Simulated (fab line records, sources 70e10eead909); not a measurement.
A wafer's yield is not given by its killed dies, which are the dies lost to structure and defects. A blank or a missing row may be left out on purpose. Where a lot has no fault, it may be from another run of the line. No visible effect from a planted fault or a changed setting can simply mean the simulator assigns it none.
fab line records	flow nand_harc	part 1 of 2: steps 1 to 24 of 37
record lots=5	wafers=15	last_day=32
route steps=1302 shown A_CHANNEL_FILL_D1@496 A_DECK1_JOINT@518
lots untouched by any fault: they come from a run of this same line in which no faults occurred
start_h: hours from the record's opening day to when the first of the lot's shown wafers began	wait_h: hours since the lot's step before	" same as the row above	L1.1+2: several wafers, shown together as one row	- no value, or no start was given	* or withheld: withheld	< > ~ a bound
route shown NAME@n: a module of which the file shows steps, and the number in the route of the first	usual: the fault-free wafers' mean and standard deviation	same: alike in all rows	chamber/n: place in a boat	sites: each site's reading	_std_site: standard deviation of those values	_edge_site: outer sites' mean less inner sites'	radius_mm: for every site, how far away it sits from the centre of the wafer	mask NAME#n: copy n	behind: tool/chamber where the wafer was last shaped	hold: what put the lot on hold/how long, in hours/how the hold closed	device: the transistor (n, p or np) that didn't switch	end of line: the same wafers' tests at the end of the route	a step with no rows: only its recipe	killed: not the wafer's yield, but the dies lost to structure and defects at the first sort	map: a wafer's dies, marking killed ones x, the rest . and places with no die _
set.NAME: setting as actually run; set.NAME@STEP: the setting as run at that earlier step	model.NAME: the simulator's own value behind a step, which no gauge read
a table for each step, a row for each wafer; lots at some steps of the route
services: from which hour (start_h, from the record's first day; less than 0 if before it) a tool's chamber was out of use, for how many hours, and why
## steps
# step NHARC_A_CHANNEL_FILL_D1_ALD_16
# recipe target_thk_a=15	pulse_time_s=10	ald_cycles=15	temp_c=300	material=SiO2
# usual heater_power_w=442/53	precursor_pulse_height_rel=1.002/0.02
lot.wafer	tool	chamber	start_h	wait_h	heater_power_w	precursor_pulse_height_rel
L076.3	ald_hk-02	1	220.46	0.0	418	0.968
L076.4	"	2	"	"	438	1.033
L076.1	"	3	"	"	450	0.995
L082.1	ald_hk-01	2	280.14	0.0	413	1.021
L082.4	"	0	"	"	565	1.023
L082.2	"	1	"	"	409	1.023
L085.4	ald_hk-03	3	311.39	0.1	469	0.999
L085.5	"	2	"	"	371	0.961
L085.6	"	3	"	"	454	0.985
L090.1	ald_hk-01	0	358.24	0.0	578	1.014
L090.3	"	1	"	"	402	1.021
L090.4	"	2	"	"	394	1.037
L094.1	ald_hk-01	0	412.26	0.0	586	0.974
L094.3	"	1	"	"	402	1.010
L094.6	"	0	"	"	568	0.983
# step NHARC_A_CHANNEL_FILL_D1_ANNEAL_17
# recipe temp_c=850	time_s=1800
# usual spike_tc_centre_C=850.9/1.1
lot.wafer	tool	chamber	start_h	wait_h	spike_tc_centre_C
L076.1	furnace-05	0	224.00	-	850.3
L076.3	"	0	"	"	851.9
L076.4	"	0	"	"	850.3
L082.1	furnace-01	0	283.46	-	849.8
L082.2	"	0	"	"	851.2
L082.4	"	0	"	"	852.2
L085.4	furnace-05	0	314.60	-	850.4
L085.5	"	0	"	"	849.8
L085.6	"	0	"	"	850.1
L090.1	furnace-05	0	363.08	-	850.3
L090.3	"	0	"	"	851.9
L090.4	"	0	"	"	848.7
L094.1	furnace-03	0	415.90	-	850.3
L094.3	"	0	"	"	849.5
L094.6	"	0	"	"	851.4
# step NHARC_A_CHANNEL_FILL_D1_CVD_18
# recipe target_thk_a=30	temp_c=550	material=poly-Si
# usual spike_tc_centre_C=550.6/1
lot.wafer	tool	chamber	start_h	wait_h	spike_tc_centre_C
L076.1	lpcvd_poly-04	0	230.56	-	550.6
L076.3	"	0	"	"	549.2
L076.4	"	0	"	"	550.7
L082.1	lpcvd_poly-04	0	291.56	-	550.0
L082.2	"	0	"	"	549.8
L082.4	"	0	"	"	549.7
L085.4	lpcvd_poly-02	0	323.52	-	550.7
L085.5	"	0	"	"	552.6
L085.6	"	0	"	"	553.0
L090.1	lpcvd_poly-04	0	369.73	-	551.4
L090.3	"	0	"	"	551.2
L090.4	"	0	"	"	550.2
L094.1	lpcvd_poly-02	0	422.38	-	552.1
L094.3	"	0	"	"	550.6
L094.6	"	0	"	"	552.1
# step NHARC_A_CHANNEL_FILL_D1_ETCHBACK_19
# recipe target_depth_a=50	time_s=1.7	hbr_flow_sccm=150	cl2_flow_sccm=50	rf_w=400	icp_w=400	bias_w=100	chemistry=HBr/Cl2
# usual drypump_motor_current_A=5.7/0.52	oes_product_au=1.000/0.013	throttle_valve_pct=26.405/0.0095
lot.wafer	tool	chamber	start_h	wait_h	drypump_motor_current_A	oes_product_au	rf_hours_counter_h	throttle_valve_pct
L076.4	rie_si-05	3	232.63	0.4	6.1	1.026	0.5	26.391
L076.3	"	0	"	"	5.4	0.988	0.5	26.401
L076.1	"	1	"	"	5.9	1.012	0.6	26.395
L082.1	rie_si-05	2	293.63	0.4	5.7	1.015	1.0	26.412
L082.2	"	3	"	"	6.1	1.005	0.9	26.401
L082.4	"	0	"	"	5.4	0.973	0.9	26.425
L085.4	rie_si-01	1	325.61	0.4	6.4	1.007	0.6	26.396
L085.6	"	3	"	"	5.7	0.986	-	26.403
L085.5	"	0	"	"	6.0	1.019	-	26.407
L090.1	rie_si-03	0	371.79	0.4	6.5	0.995	0.9	26.404
L090.3	"	1	"	"	5.6	1.004	1.1	26.400
L090.4	"	3	"	"	4.8	1.000	0.8	26.397
L094.1	rie_si-03	2	424.44	0.4	5.1	1.004	0.1	26.405
L094.3	"	1	"	"	5.6	1.002	0.1	26.410
L094.6	"	3	"	"	4.7	0.986	-	26.408
# step NHARC_A_CHANNEL_FILL_D1_ETCHBACK_20
# recipe target_depth_a=270	time_s=13.5	c4f8_flow_sccm=withheld	o2_flow_sccm=8	ar_flow_sccm=withheld	rf_w=600	bias_w=1500	chemistry=C4F8/O2/Ar
# usual oes_product_au=0.96/0.038	rf_vpp_V=979/5.6
lot.wafer	tool	chamber	start_h	wait_h	oes_product_au	rf_hours_counter_h	rf_vpp_V
L076.3	rie_diel-01	3	232.76	-	1.01	1.6	969
L076.1	"	0	"	"	1.01	1.5	975
L076.4	"	2	"	"	1.00	1.6	980
L082.4	rie_diel-01	0	293.76	-	0.98	4.0	977
L082.2	"	1	"	"	0.98	3.8	987
L082.1	"	2	"	"	0.99	3.8	980
L085.6	rie_diel-11	1	325.75	-	1.00	-	978
L085.4	"	3	"	"	0.99	-	986
L085.5	"	0	"	"	0.99	-	975
L090.1	rie_diel-03	2	371.92	-	0.95	4.3	979
L090.4	"	3	"	"	0.99	3.8	988
L090.3	"	1	"	"	0.97	4.8	974
L094.3	rie_diel-03	3	424.57	-	0.99	6.4	987
L094.1	"	1	"	"	0.91	7.4	975
L094.6	"	0	"	"	0.93	-	984
# step NHARC_A_CHANNEL_FILL_D1_STRIP_28
# recipe time_s=20	o2_flow_sccm=500	ar_flow_sccm=0	bias_w=0	chemistry=O2
# usual drypump_motor_current_A=5.7/0.31	oes_product_au=0.999/0.013	rf_vpp_V=57.9/0.9	showerhead_plenum_p_Torr=3.57/0.14	throttle_valve_pct=17.036/0.0094
lot.wafer	tool	chamber	start_h	wait_h	drypump_motor_current_A	oes_product_au	rf_hours_counter_h	rf_vpp_V	showerhead_plenum_p_Torr	throttle_valve_pct
L076.1	rie_diel-01	2	232.85	0.1	5.8	1.010	1.6	56.6	3.55	17.037
L076.4	"	3	"	"	5.9	1.015	1.6	56.2	3.32	17.032
L076.3	"	0	"	"	5.2	1.016	1.5	57.9	3.48	17.010
L082.1	rie_diel-01	0	293.84	0.1	5.2	0.996	4.1	58.8	3.48	17.024
L082.4	"	1	"	"	5.8	0.984	3.8	57.2	3.74	17.036
L082.2	"	3	"	"	5.9	1.017	3.6	57.3	3.32	17.042
L085.4	rie_diel-11	0	325.84	0.1	6.1	0.998	-	59.0	3.42	17.021
L085.5	"	1	"	"	6.1	0.990	-	56.7	3.49	17.033
L085.6	"	3	"	"	5.4	0.995	-	57.9	3.73	17.028
L090.4	rie_diel-03	1	372.01	0.1	5.4	1.000	4.8	57.8	3.46	17.037
L090.1	"	3	"	"	5.8	1.004	3.8	57.6	3.79	17.048
L090.3	"	0	"	"	5.4	1.022	5.2	56.4	3.68	17.025
L094.3	rie_diel-03	0	424.66	0.1	5.4	1.004	8.1	57.3	3.68	17.044
L094.1	"	3	"	"	5.8	1.010	6.5	58.4	3.78	17.009
L094.6	"	0	"	"	5.4	1.004	-	58.0	3.68	17.017
# step NHARC_A_CHANNEL_FILL_D1_PRECLEAN_21
# recipe time_s=30	chemistry=dHF
lot.wafer	tool	chamber	start_h	wait_h
L076.1+3+4	wet_bench-09	5,7,0	232.95	-
L082.1+4+2	wet_bench-06	7,0,3	293.94	-
L085.5+4+6	wet_bench-01	5,6,1	325.93	-
L090.4+3+1	wet_bench-09	4,6,7	372.13	-
L094.1+3+6	wet_bench-06	7,0,3	424.76	-
# step NHARC_A_CHANNEL_FILL_D1_SRD_23
lot.wafer	tool	chamber	start_h	wait_h
L076.1+3+4	wet_bench-09	5,7,0	232.98	0.0
L082.1+4+2	wet_bench-06	7,0,3	293.97	0.0
L085.5+4+6	wet_bench-01	5,6,1	325.96	0.0
L090.4+3+1	wet_bench-09	4,6,7	372.17	0.0
L094.1+3+6	wet_bench-06	7,0,3	424.78	0.0
# step NHARC_A_CHANNEL_FILL_D1_CVD_05
# recipe target_thk_a=50	temp_c=550	material=poly-Si
# usual spike_tc_centre_C=550.5/1.3
lot.wafer	tool	chamber	start_h	wait_h	spike_tc_centre_C
L076.1	lpcvd_poly-03	0	235.28	2.3	550.2
L076.3	"	0	"	"	551.2
L076.4	"	0	"	"	548.5
L082.1	lpcvd_poly-04	0	296.42	2.4	551.5
L082.2	"	0	"	"	548.7
L082.4	"	0	"	"	548.2
L085.4	lpcvd_poly-04	0	328.41	2.4	547.0
L085.5	"	0	"	"	553.3
L085.6	"	0	"	"	551.4
L090.1	lpcvd_poly-04	0	374.62	2.4	549.1
L090.3	"	0	"	"	549.2
L090.4	"	0	"	"	551.8
L094.1	lpcvd_poly-02	0	427.13	2.3	552.8
L094.3	"	0	"	"	550.8
L094.6	"	0	"	"	550.7
# step NHARC_A_CHANNEL_FILL_D1_ANNEAL_22
# recipe temp_c=620	time_s=7200
# usual spike_tc_centre_C=621.0/0.98
lot.wafer	tool	chamber	start_h	wait_h	spike_tc_centre_C
L076.1	furnace-05	0	240.46	3.3	621.2
L076.3	"	0	"	"	622.1
L076.4	"	0	"	"	620.5
L082.1	furnace-01	0	303.64	5.4	620.4
L082.2	"	0	"	"	621.5
L082.4	"	0	"	"	621.0
L085.4	furnace-03	0	333.74	3.5	620.6
L085.5	"	0	"	"	620.7
L085.6	"	0	"	"	620.3
L090.1	furnace-05	0	379.79	3.3	621.6
L090.3	"	0	"	"	620.4
L090.4	"	0	"	"	621.7
L094.1	furnace-05	0	432.31	3.3	620.1
L094.3	"	0	"	"	621.1
L094.6	"	0	"	"	621.1
# step NHARC_A_CHANNEL_FILL_D1_ALD_25
# recipe target_thk_a=600	pulse_time_s=10	ald_cycles=600	temp_c=300	material=SiOx
# usual heater_power_w=442/51	precursor_pulse_height_rel=0.999/0.02
lot.wafer	tool	chamber	start_h	wait_h	heater_power_w	precursor_pulse_height_rel
L076.4	ald_hk-02	2	244.51	0.0	435	1.002
L076.1	"	0	245.72	1.3	422	1.004
L076.3	"	1	"	"	422	0.995
L082.1	ald_hk-01	0	307.72	0.1	574	0.999
L082.2	"	1	"	"	407	1.021
L082.4	"	3	309.56	1.9	395	0.999
L085.4	ald_hk-01	2	339.65	1.9	405	0.987
L085.6	"	3	"	"	402	1.025
L085.5	"	0	"	"	580	0.964
L090.4	ald_hk-01	1	383.88	0.1	406	0.993
L090.1	"	2	"	"	401	0.994
L090.3	"	0	385.69	1.9	579	1.018
L094.3	ald_hk-02	3	437.05	0.7	429	1.028
L094.1	"	1	438.29	1.9	445	0.987
L094.6	"	3	439.53	3.2	434	0.978
# step NHARC_A_CHANNEL_FILL_D1_ETCHBACK_08
# recipe target_depth_a=2200	time_s=110	c4f8_flow_sccm=20	ar_flow_sccm=withheld	rf_w=600	bias_w=300	chemistry=C4F8
# usual oes_product_au=0.94/0.034	rf_vpp_V=441.3/2.7
lot.wafer	tool	chamber	start_h	wait_h	oes_product_au	rf_hours_counter_h	rf_vpp_V
L076.4	rie_diel-01	1	-	-	0.92	2.3	444.8
L076.3	"	2	"	"	0.94	2.3	439.4
L076.1	"	0	"	"	0.94	2.3	440.1
L082.1	rie_diel-01	1	-	-	0.92	4.5	443.8
L082.4	"	3	"	"	0.92	4.5	436.2
L082.2	"	0	"	"	0.93	4.9	440.4
L085.4	rie_diel-01	1	-	-	0.91	5.7	444.3
L085.5	"	1	"	"	0.92	-	443.1
L085.6	"	2	"	"	0.93	-	440.5
L090.3	rie_diel-03	0	-	-	0.92	5.8	443.3
L090.4	"	2	"	"	0.91	5.1	442.0
L090.1	"	3	"	"	0.91	4.5	446.0
L094.1	rie_diel-01	1	-	-	0.98	3.0	444.9
L094.3	"	2	"	"	1.01	2.6	441.5
L094.6	"	2	"	"	1.01	-	440.7
# step NHARC_A_CHANNEL_FILL_D1_STRIP_29
# recipe time_s=20	o2_flow_sccm=500	ar_flow_sccm=0	bias_w=0	chemistry=O2
# usual drypump_motor_current_A=5.7/0.31	oes_product_au=0.996/0.012	rf_vpp_V=57.9/0.9	showerhead_plenum_p_Torr=3.56/0.14	throttle_valve_pct=17.036/0.0081
lot.wafer	tool	chamber	start_h	wait_h	drypump_motor_current_A	oes_product_au	rf_hours_counter_h	rf_vpp_V	showerhead_plenum_p_Torr	throttle_valve_pct
L076.1	rie_diel-01	2	-	-	5.7	1.007	2.4	58.1	3.55	17.041
L076.3	"	3	"	"	5.8	1.014	1.8	58.2	3.32	17.038
L076.4	"	0	"	"	5.2	1.024	2.3	59.5	3.48	17.017
L082.4	rie_diel-01	2	-	-	5.8	0.993	4.7	58.6	3.55	17.036
L082.1	"	3	"	"	5.8	1.004	4.5	56.9	3.32	17.031
L082.2	"	0	"	"	5.2	0.993	4.9	57.2	3.48	17.034
L085.4	rie_diel-01	2	-	-	5.8	0.996	5.8	59.2	3.55	17.044
L085.6	"	1	"	"	5.8	0.991	-	56.7	3.74	17.031
L085.5	"	2	"	"	5.8	1.008	-	59.1	3.55	17.033
L090.1	rie_diel-03	2	-	-	6.2	0.990	5.1	57.1	3.54	17.049
L090.4	"	0	"	"	5.4	1.010	5.8	58.0	3.68	17.026
L090.3	"	1	"	"	5.5	0.984	5.5	58.9	3.46	17.044
L094.1	rie_diel-01	1	-	-	5.8	0.988	3.0	57.2	3.74	17.052
L094.3	"	2	"	"	5.8	1.035	2.6	57.8	3.55	17.042
L094.6	"	0	"	"	5.2	1.018	-	58.5	3.47	17.035
# step NHARC_A_CHANNEL_FILL_D1_PRECLEAN_30
# recipe time_s=30	chemistry=dHF
lot.wafer	tool	chamber	start_h	wait_h
L076.4+3+1	wet_bench-01	3,4,6	250.25	-
L082.1+2+4	wet_bench-01	6,0,1	313.50	-
L085.6+4+5	wet_bench-06	7,2,3	343.59	-
L090.1+4+3	wet_bench-06	1,2,3	389.61	-
L094.3+6+1	wet_bench-01	4,6,0	442.25	-
# step NHARC_A_CHANNEL_FILL_D1_SRD_31
lot.wafer	tool	chamber	start_h	wait_h
L076.4+3+1	wet_bench-01	3,4,6	250.27	0.0
L082.1+2+4	wet_bench-01	6,0,1	313.52	0.0
L085.6+4+5	wet_bench-06	7,2,3	343.61	0.0
L090.1+4+3	wet_bench-06	1,2,3	389.63	0.0
L094.3+6+1	wet_bench-01	4,6,0	442.28	0.0
# step NHARC_A_CHANNEL_FILL_D1_CVD_09
# recipe target_thk_a=1500	temp_c=620	pressure_mtorr=200	time_s=3000	material=poly-Si
# usual spike_tc_centre_C=620.4/1.1
lot.wafer	tool	chamber	start_h	wait_h	spike_tc_centre_C
L076.1	lpcvd_poly-03	0	252.54	2.3	620.1
L076.3	"	0	"	"	620.2
L076.4	"	0	"	"	621.3
L082.1	lpcvd_poly-04	0	315.97	2.4	619.8
L082.2	"	0	"	"	620.8
L082.4	"	0	"	"	619.8
L085.4	lpcvd_poly-04	0	346.06	2.4	619.4
L085.5	"	0	"	"	618.8
L085.6	"	0	"	"	619.5
L090.1	lpcvd_poly-04	0	393.60	4.0	620.0
L090.3	"	0	"	"	620.7
L090.4	"	0	"	"	619.5
L094.1	lpcvd_poly-03	0	444.57	2.3	619.2
L094.3	"	0	"	"	619.2
L094.6	"	0	"	"	619.8
# step NHARC_A_CHANNEL_FILL_D1_CMP_10
# recipe target_thk_nm=150
# usual motor_current_A=12.5/1.1	time_to_endpoint_s=15.6/2.8
lot.wafer	tool	chamber	start_h	wait_h	motor_current_A	time_to_endpoint_s
L076.1	cmp-04	0	255.73	0.4	11.8	18.6
L076.4	"	2	"	"	12.9	14.8
L076.3	"	3	"	"	14.5	11.2
L082.2	cmp-01	0	319.19	0.4	13.3	16.5
L082.1	"	1	"	"	13.6	17.9
L082.4	"	3	"	"	11.8	13.0
L085.4	cmp-04	3	349.26	0.4	15.2	13.2
L085.6	"	1	"	"	11.3	12.7
L085.5	"	2	"	"	12.4	15.5
L090.1	cmp-04	2	396.81	0.4	12.4	14.6
L090.3	"	3	"	"	13.9	15.3
L090.4	"	0	"	"	11.6	18.7
L094.1	cmp-04	0	447.77	0.4	11.1	18.0
L094.3	"	1	"	"	12.5	13.1
L094.6	"	3	"	"	14.0	12.8
# step NHARC_A_CHANNEL_FILL_D1_SRD_12
lot.wafer	tool	chamber	start_h	wait_h
L076.1+4+3	wet_bench-01	1,4,5	256.03	0.0
L082.4+1+2	wet_bench-09	2,4,7	319.48	0.0
L085.5+4+6	wet_bench-09	5,6,7	349.51	0.0
L090.3+1+4	wet_bench-09	1,4,5	397.10	0.0
L094.3+1+6	wet_bench-09	2,4,5	448.07	0.1
# step NHARC_A_CHANNEL_FILL_D1_INSPECT_13
# usual raw_defect_count=293/110
lot.wafer	tool	chamber	start_h	wait_h	raw_defect_count
L076.1	defect_inspect-01	-	256.14	0.0	406
L076.3	"	-	"	"	272
L076.4	"	-	"	"	549
L082.1	defect_inspect-02	-	319.60	0.0	222
L082.2	"	-	"	"	227
L082.4	"	-	"	"	248
L085.4	defect_inspect-01	-	349.62	0.0	329
L085.5	"	-	"	"	412
L085.6	"	-	"	"	323
L090.1	defect_inspect-02	-	397.24	0.0	233
L090.3	"	-	"	"	157
L090.4	"	-	"	"	220
L094.1	defect_inspect-01	-	448.19	0.0	306
L094.3	"	-	"	"	151
L094.6	"	-	"	"	201
# step NHARC_A_DECK1_JOINT_ETCHBACK_07
# recipe target_depth_a=1050	time_s=26.9	hbr_flow_sccm=150	rf_w=350	icp_w=350	bias_w=60	chemistry=HBr
# usual drypump_motor_current_A=5.9/0.58	oes_product_au=1.001/0.016	throttle_valve_pct=23.265/0.01
lot.wafer	tool	chamber	start_h	wait_h	drypump_motor_current_A	oes_product_au	rf_hours_counter_h	throttle_valve_pct
L076.1	rie_si-04	2	256.20	0.1	5.9	1.010	0.47	23.259
L076.3	"	3	"	"	6.8	1.020	0.48	23.259
L076.4	"	1	"	"	5.9	1.002	0.54	23.248
L082.2	rie_si-04	3	319.66	0.1	6.8	1.022	0.86	23.260
L082.1	"	0	"	"	6.5	0.991	0.84	23.263
L082.4	"	1	"	"	6.0	1.005	0.81	23.279
L085.4	rie_si-06	0	349.70	0.1	5.7	0.984	0.67	23.280
L085.6	"	3	"	"	4.7	0.998	-	23.262
L085.5	"	0	"	"	5.7	0.991	-	23.262
L090.3	rie_si-06	3	397.30	0.1	4.7	1.000	1.02	23.270
L090.4	"	0	"	"	5.7	0.981	0.91	23.271
L090.1	"	1	"	"	5.8	1.001	0.97	23.270
L094.3	rie_si-04	2	448.25	0.1	5.9	1.016	0.60	23.257
L094.1	"	3	"	"	6.8	0.996	0.57	23.274
L094.6	"	3	"	"	6.8	0.999	-	23.275
# step NHARC_A_DECK1_JOINT_ETCH_25
# recipe target_depth_a=5	chemistry=dHF	material=SiO2
lot.wafer	tool	chamber	start_h	wait_h
L076.1+3+4	wet_bench-07	5,7,0	256.35	0.1
L082.1+2+4	wet_bench-05	1,4,5	319.81	0.1
L085.5+4+6	wet_bench-07	1,2,3	349.84	0.1
L090.1+3+4	wet_bench-04	7,2,3	397.45	0.1
L094.3+6+1	wet_bench-04	1,2,4	448.41	0.1
# step NHARC_A_DECK1_JOINT_ETCH_19
# recipe temp_c=25	target_depth_a=30	chemistry=TMAH	material=poly-Si
# usual bath_heat_duty_pct=6.5/0.9
lot.wafer	tool	chamber	start_h	wait_h	bath_heat_duty_pct
L076.1	wet_bench-07	5	256.38	0.0	6.2
L076.3	"	7	"	"	4.8
L076.4	"	0	"	"	6.2
L082.1	wet_bench-05	1	319.85	0.0	5.7
L082.2	"	4	"	"	6.4
L082.4	"	5	"	"	5.5
L085.5	wet_bench-07	1	349.88	0.0	6.1
L085.4	"	2	"	"	6.8
L085.6	"	3	"	"	6.6
L090.1	wet_bench-04	7	397.48	0.0	6.3
L090.3	"	2	"	"	8.5
L090.4	"	3	"	"	5.4
L094.3	wet_bench-04	1	448.48	0.1	7.3
L094.6	"	2	"	"	7.8
L094.1	"	4	"	"	7.7
# step NHARC_A_DECK1_JOINT_ETCH_18
# recipe target_depth_a=30	chemistry=dHF	material=SiO2
lot.wafer	tool	chamber	start_h	wait_h
L076.1+3+4	wet_bench-07	5,7,0	-	-
L082.1+2+4	wet_bench-05	1,4,5	-	-
L085.5+4+6	wet_bench-07	1,2,3	-	-
L090.1+3+4	wet_bench-04	7,2,3	-	-
L094.3+6+1	wet_bench-04	1,2,4	-	-
# step NHARC_A_DECK1_JOINT_WET_08
# recipe temp_c=160	time_s=86	chemistry=H3PO4
# usual bath_heat_duty_pct=26.3/1.4
lot.wafer	tool	chamber	start_h	wait_h	bath_heat_duty_pct
L076.1	wet_h3po4-01	0	262.67	-	26.1
L076.3	"	0	"	"	25.7
L076.4	"	0	"	"	24.2
L082.1	wet_h3po4-02	1	325.76	-	28.5
L082.2	"	1	"	"	26.9
L082.4	"	1	"	"	26.1
L085.4	wet_h3po4-02	0	351.67	-	26.3
L085.5	"	0	"	"	26.6
L085.6	"	0	"	"	24.9
L090.1	wet_h3po4-02	0	399.29	-	24.8
L090.3	"	0	"	"	24.8
L090.4	"	0	"	"	25.1
L094.1	wet_h3po4-01	0	450.21	-	24.8
L094.3	"	0	"	"	26.3
L094.6	"	0	"	"	24.3
